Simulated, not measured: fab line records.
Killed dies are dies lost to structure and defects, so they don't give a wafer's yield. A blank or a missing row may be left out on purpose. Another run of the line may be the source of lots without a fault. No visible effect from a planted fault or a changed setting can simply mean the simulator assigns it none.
Split-lot experiment + flow n5-finfet + route with 1938 steps; 7 lots, 39 wafers read

THE SPLIT
At N5_PMOS_HMC_CHANNEL_EPI_HM_DEP_34 (deposits SiO2 from TEOS/O2, target thk 36 nm, time 6.9 s), the setting target-thk-a was moved away from the recipe's 360 angstrom on 18 of the 39 wafers read, by -56.8% to +50.8%. For the rest of the wafers, this setting stayed at what the recipe calls for.

The reading comes from the split's own step.

THE READING
SiO2_of_PMOS_HMC_CHANNEL_EPI_HM_DEP_34.thk-nm (the simulator's own value, which no gauge read), in nm, at N5_PMOS_HMC_CHANNEL_EPI_HM_DEP_34 (deposits SiO2 from TEOS/O2, target thk 36 nm, time 6.9 s). There is no usual value for it anywhere in the file. Here, 21 wafers ran the recipe; their average is 35.98 nm with a standard deviation of 0.42 nm.

| wafer  | tool, chamber at the split | target-thk-a as run, angstrom | against the recipe | SiO2_of_PMOS_HMC_CHANNEL_EPI_HM_DEP_34.thk-nm, nm | against lot-mates on the recipe |
|--------|----------------------------|-------------------------------|--------------------|---------------------------------------------------|---------------------------------|
| L074.1 | pecvd-03, 2                | 155.7                         | -56.8%             | 15.03                                             | -20.63                          |
| L074.2 | pecvd-03, 1                | 155.7                         | -56.8%             | 14.76                                             | -20.90                          |
| L074.3 | pecvd-03, 0                | 155.7                         | -56.8%             | 15.21                                             | -20.45                          |
| L074.4 | pecvd-03, 2                | 360                           | recipe             | 35.08                                             | -                               |
| L074.5 | pecvd-03, 1                | 360                           | recipe             | 36.03                                             | -                               |
| L074.6 | pecvd-03, 0                | 360                           | recipe             | 35.86                                             | -                               |
| L075.1 | pecvd-03, 1                | 251.1                         | -30.2%             | 24.66                                             | -11.83                          |
| L075.2 | pecvd-03, 2                | 251.1                         | -30.2%             | 25.03                                             | -11.46                          |
| L075.3 | pecvd-03, 0                | 360                           | recipe             | 36.15                                             | -                               |
| L075.4 | pecvd-03, 2                | 360                           | recipe             | 36.22                                             | -                               |
| L075.5 | pecvd-03, 0                | 251.1                         | -30.2%             | 25.41                                             | -11.08                          |
| L075.6 | pecvd-03, 1                | 360                           | recipe             | 37.09                                             | -                               |
| L077.3 | pecvd-02, 0                | 360                           | recipe             | 36.09                                             | -                               |
| L077.4 | pecvd-02, 1                | 360                           | recipe             | 35.85                                             | -                               |
| L077.5 | pecvd-02, 0                | 360                           | recipe             | 35.64                                             | -                               |
| L085.1 | pecvd-02, 0                | 270.8                         | -24.8%             | 26.48                                             | -9.34                           |
| L085.2 | pecvd-02, 1                | 270.8                         | -24.8%             | 26.6                                              | -9.22                           |
| L085.3 | pecvd-02, 2                | 360                           | recipe             | 35.72                                             | -                               |
| L085.4 | pecvd-02, 0                | 360                           | recipe             | 35.8                                              | -                               |
| L085.5 | pecvd-02, 2                | 270.8                         | -24.8%             | 27.54                                             | -8.28                           |
| L085.6 | pecvd-02, 1                | 360                           | recipe             | 35.95                                             | -                               |
| L089.1 | pecvd-01, 1                | 542.8                         | +50.8%             | 53.94                                             | +17.94                          |
| L089.2 | pecvd-01, 2                | 360                           | recipe             | 35.75                                             | -                               |
| L089.3 | pecvd-01, 0                | 360                           | recipe             | 36.42                                             | -                               |
| L089.4 | pecvd-01, 1                | 542.8                         | +50.8%             | 54.42                                             | +18.42                          |
| L089.5 | pecvd-01, 0                | 542.8                         | +50.8%             | 55.25                                             | +19.25                          |
| L089.6 | pecvd-01, 2                | 360                           | recipe             | 35.84                                             | -                               |
| L093.1 | pecvd-03, 1                | 183.4                         | -49.1%             | 18.43                                             | -17.29                          |
| L093.2 | pecvd-03, 2                | 360                           | recipe             | 35.49                                             | -                               |
| L093.3 | pecvd-03, 0                | 360                           | recipe             | 35.77                                             | -                               |
| L093.4 | pecvd-03, 0                | 360                           | recipe             | 35.89                                             | -                               |
| L093.5 | pecvd-03, 1                | 183.4                         | -49.1%             | 18.25                                             | -17.47                          |
| L093.6 | pecvd-03, 2                | 183.4                         | -49.1%             | 18.54                                             | -17.18                          |
| L097.1 | pecvd-01, 0                | 360                           | recipe             | 36.3                                              | -                               |
| L097.2 | pecvd-01, 2                | 360                           | recipe             | 35.95                                             | -                               |
| L097.3 | pecvd-01, 1                | 187.7                         | -47.9%             | 18.16                                             | -18.17                          |
| L097.4 | pecvd-01, 0                | 187.7                         | -47.9%             | 19.47                                             | -16.86                          |
| L097.5 | pecvd-01, 1                | 360                           | recipe             | 36.74                                             | -                               |
| L097.6 | pecvd-01, 2                | 187.7                         | -47.9%             | 18.83                                             | -17.50                          |

THE FIT
A straight line over all 39 wafers: SiO2_of_PMOS_HMC_CHANNEL_EPI_HM_DEP_34.thk-nm changes by +0.364 nm for each +1% of target-thk-a; r = +1.00; the points scatter about the line by 0.44 nm.
The same after taking each lot's own level away (the mean of its wafers on the recipe; 39 wafers): +0.363 nm for each +1%; r = +1.00; scatter 0.41 nm.
The reading moves by 21 nm for the largest change in target-thk-a, on that fit.
Measured against the standard deviation above, the lots' own levels, which go from 35.657 to 36.487 nm, span 2.0 times it.
So the lot-to-lot level changes the slope little: the two slopes agree.
Check: for one of the wafers moved furthest among these (-56.8%), held out of the fit, the line's prediction against its lot-mates is -20.6 nm. It came out at -20.6 nm against them.

FILE'S OWN FIT
SiO2_of_PMOS_HMC_CHANNEL_EPI_HM_DEP_34.thk-nm changes by +0.363 nm for each +1% of target-thk-a, r = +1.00.
